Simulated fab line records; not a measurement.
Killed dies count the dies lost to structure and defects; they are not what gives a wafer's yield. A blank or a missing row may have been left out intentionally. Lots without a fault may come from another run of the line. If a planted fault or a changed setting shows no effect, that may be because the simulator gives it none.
What tool caused it? -- flow nand-harc -- 24 lots with 72 wafers sampled at 4 steps, on a route of 1302 steps

== WHAT THE GAUGES READ, wafer by wafer ==
NHARC_P_ZERO_WELL_INSPECT_43.
lot,measured,on,raw-defect-count
L074,day 2 03:41,defect-inspect-01,10 6 18
L075,day 2 14:59,defect-inspect-01,5 5 9
L076,day 2 23:49,defect-inspect-02,8 20 27
L077,day 3 09:23,defect-inspect-02,14 13 18
L078,day 3 19:43,defect-inspect-01,7 11 9
L079,day 4 05:34,defect-inspect-02,9 13 9
L080,day 4 15:34,defect-inspect-01,17 29 17
L081,day 5 02:24,defect-inspect-02,6 9 16
L082,day 5 12:38,defect-inspect-01,19 12 10
L083,day 5 21:29,defect-inspect-01,14 16 16
L084,day 6 10:05,defect-inspect-02,7 20 13
L085,day 6 17:52,defect-inspect-02,10 32 6
L086,day 7 03:55,defect-inspect-02,22 20 20
L087,day 7 13:29,defect-inspect-01,9 9 3
L088,day 8 00:05,defect-inspect-01,5 14 5
L089,day 8 09:43,defect-inspect-01,15 18 10
L090,day 8 20:05,defect-inspect-02,11 23 17
L091,day 9 06:07,defect-inspect-01,22 14 12
L092,day 9 18:26,defect-inspect-02,5 6 10
L093,day 10 01:54,defect-inspect-01,8 20 5
L094,day 10 11:35,defect-inspect-01,8 3 10
L095,day 10 21:31,defect-inspect-01,5 12 3
L096,day 11 08:11,defect-inspect-01,24 24 15
L097,day 11 17:40,defect-inspect-02,10 15 10

NHARC_P_GATE_CD_MEAS_46: target cd 720 nm.
lot,measured,on,cd-nm (nm)
L074,day 5 12:16,cd-sem-03,721.8 719.6 724.9
L075,day 6 01:29,cd-sem-02,718.1 720.9 719.8
L076,day 6 03:41,cd-sem-01,720.9 719.8 721.5
L077,day 6 19:36,cd-sem-03,722.9 723.1 720.1
L078,day 7 02:44,cd-sem-02,719.9 717.2 719.3
L079,day 7 18:07,cd-sem-02,721.0 720.0 724.5
L080,day 8 04:55,cd-sem-02,719.3 719.7 718.8
L081,day 8 16:53,cd-sem-01,720.8 719.8 719.7
L082,day 9 05:48,cd-sem-01,719.8 716.9 721.8
L083,day 9 13:27,cd-sem-02,719.7 719.2 719.6
L084,day 10 03:45,cd-sem-01,718.3 720.8 719.8
L085,day 10 12:10,cd-sem-03,721.6 719.7 721.2
L086,day 10 12:00,cd-sem-01,722.8 721.3 719.1
L087,day 10 23:17,cd-sem-03,720.8 721.3 721.4
L088,day 11 15:17,cd-sem-02,720.4 723.8 721.4
L089,day 12 02:14,cd-sem-03,723.5 722.3 719.5
L090,day 12 05:28,cd-sem-03,722.8 723.1 723.2
L091,day 12 18:00,cd-sem-02,722.3 721.7 722.5
L092,day 13 03:47,cd-sem-01,720.4 719.3 718.6
L093,day 13 04:16,cd-sem-02,716.0 721.7 720.7
L094,day 13 18:14,cd-sem-01,717.9 717.9 719.6
L095,day 14 04:36,cd-sem-02,720.3 721.1 721.8
L096,day 14 13:26,cd-sem-01,721.5 720.8 722.4
L097,day 15 04:14,cd-sem-01,719.4 720.0 719.6

== WHICH TOOL RAN EACH LOT (tool, then ch and the chambers of the sampled wafers, then the start) ==
lot,NHARC_P_ZERO_WELL_DESCUM_54,NHARC_P_STI_ETCH_31
L074,"rie-diel-06 ch 0,2,3, day 2 02:03","rie-diel-08 ch 2,3, day 5 12:16 or earlier"
L075,"rie-diel-06 ch 0,1, day 2 13:15","rie-diel-08 ch 2,3, day 6 01:29 or earlier"
L076,"rie-diel-13 ch 1,3, day 2 22:10","rie-diel-11 ch 0,2,3, day 6 03:41 or earlier"
L077,"rie-diel-13 ch 1,2, day 3 07:44","rie-diel-08 ch 1,2, day 6 19:36 or earlier"
L078,"rie-diel-06 ch 1,2,3, day 3 18:02","rie-diel-08 ch 0,2,3, day 7 02:44 or earlier"
L079,"rie-diel-13 ch 0,1,3, day 4 03:55","rie-diel-10 ch 0,1,2, day 7 18:07 or earlier"
L080,"rie-diel-01 ch 1,3, day 4 13:55","rie-diel-11 ch 0,2,3, day 8 04:55 or earlier"
L081,"rie-diel-06 ch 0,2,3, day 5 00:07","rie-diel-10 ch 1,2,3, day 8 16:53 or earlier"
L082,"rie-diel-01 ch 0,1,2, day 5 10:58","rie-diel-08 ch 1,3, day 9 05:48 or earlier"
L083,"rie-diel-01 ch 1,3, day 5 19:49","rie-diel-11 ch 1,2,3, day 9 13:27 or earlier"
L084,"rie-diel-13 ch 0,1, day 6 08:26","rie-diel-08 ch 0,2,3, day 10 03:45 or earlier"
L085,"rie-diel-13 ch 1,2,3, day 6 16:14","rie-diel-08 ch 2,3, day 10 12:10 or earlier"
L086,"rie-diel-13 ch 1,2,3, day 7 02:16","rie-diel-10 ch 0,2,3, day 10 12:00 or earlier"
L087,"rie-diel-06 ch 0,1,3, day 7 11:51","rie-diel-08 ch 0,1, day 10 23:17 or earlier"
L088,"rie-diel-01 ch 1,2,3, day 7 21:47","rie-diel-11 ch 1,2,3, day 11 15:17 or earlier"
L089,"rie-diel-13 ch 0,1,2, day 8 08:05","rie-diel-11 ch 2,3, day 12 02:14 or earlier"
L090,"rie-diel-06 ch 0,2, day 8 18:28","rie-diel-08 ch 2,3, day 12 05:28 or earlier"
L091,"rie-diel-01 ch 0,2, day 9 04:28","rie-diel-11 ch 1,2,3, day 12 18:00 or earlier"
L092,"rie-diel-06 ch 0,1,3, day 9 16:47","rie-diel-11 ch 0,1, day 13 03:47 or earlier"
L093,"rie-diel-06 ch 0,1, day 10 00:15","rie-diel-11 ch 0,1,2, day 13 04:16 or earlier"
L094,"rie-diel-13 ch 0,1,3, day 10 09:57","rie-diel-11 ch 1,2,3, day 13 18:14 or earlier"
L095,"rie-diel-01 ch 1,2,3, day 10 19:53","rie-diel-10 ch 1,3, day 14 04:36 or earlier"
L096,"rie-diel-13 ch 0,1,3, day 11 06:31","rie-diel-10 ch 0,2,3, day 14 13:26 or earlier"
L097,"rie-diel-01 ch 1,2,3, day 11 16:01","rie-diel-08 ch 2,3, day 15 04:14 or earlier"
- NHARC_P_ZERO_WELL_DESCUM_54: chemistry O2, time 3 s.
- NHARC_P_STI_ETCH_31: etches the open film in CF4/CHF3, target depth 108.9 nm, time 54.5 s.

== AS READ BY THE TOOLS THEMSELVES (means over the sampled wafers that have a number; for cases with no such wafer, the mark the record gives instead) ==
NHARC_P_ZERO_WELL_DESCUM_54.
lot,tool,chamber-pressure-mTorr (mTorr),drypump-motor-current-A (A),oes-product-au (a.u.),rf-vpp-V (V),showerhead-plenum-p-Torr (Torr),throttle-valve-pct (%)
L074,rie-diel-06,59.96,5.6,0.998,57.1,1.93,11.311
L075,rie-diel-06,60.04,5.5,0.996,57.4,1.82,11.315
L076,rie-diel-13,59.95,5.9,1.000,57.0,2.00,11.302
L077,rie-diel-13,59.98,5.8,0.995,57.8,2.03,11.311
L078,rie-diel-06,59.93,5.7,0.988,57.2,1.90,11.313
L079,rie-diel-13,59.99,5.7,0.996,58.1,2.01,11.318
L080,rie-diel-01,59.95,6.0,1.008,57.6,2.00,11.315
L081,rie-diel-06,59.99,5.6,0.993,57.2,1.92,11.307
L082,rie-diel-01,60.01,5.6,0.990,56.4,1.88,11.316
L083,rie-diel-01,60.00,6.1,1.004,58.6,2.03,11.313
L084,rie-diel-13,60.07,5.5,0.990,58.5,2.01,11.316
L085,rie-diel-13,60.04,5.8,1.000,58.4,1.99,11.307
L086,rie-diel-13,60.09,5.8,1.001,58.0,1.99,11.311
L087,rie-diel-06,60.00,5.4,0.999,57.9,1.86,11.316
L088,rie-diel-01,60.00,5.9,0.999,58.2,1.98,11.313
L089,rie-diel-13,60.03,5.5,1.007,58.3,2.00,11.314
L090,rie-diel-06,59.98,5.9,1.002,58.3,1.92,11.308
L091,rie-diel-01,60.02,5.4,0.996,57.6,1.81,11.306
L092,rie-diel-06,59.99,5.4,0.996,56.9,1.86,11.315
L093,rie-diel-06,60.03,5.5,0.994,57.3,1.81,11.317
L094,rie-diel-13,59.98,5.7,1.003,57.8,1.99,11.308
L095,rie-diel-01,59.99,5.9,0.994,58.5,1.97,11.306
L096,rie-diel-13,60.02,5.7,1.003,58.3,1.99,11.316
L097,rie-diel-01,59.98,5.9,0.985,57.9,1.97,11.323

NHARC_P_STI_ETCH_31.
lot,tool,cf4-flow-sccm (sccm),chamber-pressure-mTorr (mTorr),drypump-motor-current-A (A),oes-product-au (a.u.),rf-vpp-V (V),showerhead-plenum-p-Torr (Torr),throttle-valve-pct (%)
L074,rie-diel-08,99.9,24.975,5.5,0.964,372.2,1.62,16.795
L075,rie-diel-08,100.2,24.976,5.5,0.955,372.8,1.62,16.819
L076,rie-diel-11,100.1,24.995,5.9,0.967,371.0,1.59,16.804
L077,rie-diel-08,100.1,25.021,5.0,0.917,372.1,1.63,16.802
L078,rie-diel-08,99.9,24.990,5.2,0.969,370.5,1.57,16.796
L079,rie-diel-10,100.0,25.001,5.8,0.950,371.4,1.58,16.803
L080,rie-diel-11,100.2,24.996,6.0,0.969,370.7,1.59,16.796
L081,rie-diel-10,99.9,25.010,5.6,0.950,370.8,1.60,16.794
L082,rie-diel-08,100.1,25.013,5.4,0.943,373.8,1.65,16.791
L083,rie-diel-11,100.0,24.989,5.8,0.957,372.5,1.66,16.804
L084,rie-diel-08,99.8,25.014,5.2,0.961,370.6,1.57,16.787
L085,rie-diel-08,99.7,24.998,5.5,0.959,372.0,1.62,16.810
L086,rie-diel-10,100.0,24.990,5.2,0.956,371.5,1.59,16.788
L087,rie-diel-08,99.8,25.024,4.9,0.937,372.5,1.62,16.805
L088,rie-diel-11,100.0,24.996,5.8,0.912,373.9,1.65,16.807
L089,rie-diel-11,100.5,25.001,6.2,0.969,373.1,1.64,16.802
L090,rie-diel-08,100.0,24.994,5.2,0.974,371.5,1.61,16.799
L091,rie-diel-11,100.2,24.984,5.8,0.955,373.3,1.65,16.802
L092,rie-diel-11,99.8,24.999,5.1,0.957,371.9,1.61,16.805
L093,rie-diel-11,100.2,24.997,5.6,0.970,371.0,1.60,16.795
L094,rie-diel-11,99.9,25.015,5.8,0.954,373.1,1.65,16.797
L095,rie-diel-10,99.8,25.001,5.3,0.966,372.1,1.62,16.798
L096,rie-diel-10,99.5,24.994,5.3,0.966,370.9,1.59,16.797
L097,rie-diel-08,99.9,24.990,5.3,0.931,372.5,1.61,16.800

== THE ANSWER, worked out from the rows above alone ==
Rule: usual is defined by the lots themselves. The widest of any qualifying gaps counts: lots, ordered by their means at a reading, are off when they make up no more than a third of the lots, leave a main group of 4 or more, and stand apart from it by 3 or more times the standard deviation of that group's means. A main group is skipped when, at the precision printed for the reading in the tables above, its means are all equal. Also off: a lot with no number at a reading for which 4 or more lots have one. Where the step has rows for the other lots, those lots are counted as sound. First the gauges in route order, then the tools' own readings, where a lot's mean is used as printed above. The first step at which some lot is off is used, and at that step the reading that is off furthest; a lot without a number counts as furthest.
No lot is off at any reading shown: from this, nothing can be told.

== WHAT HAD BEEN PUT IN BY THE SIMULATOR ==
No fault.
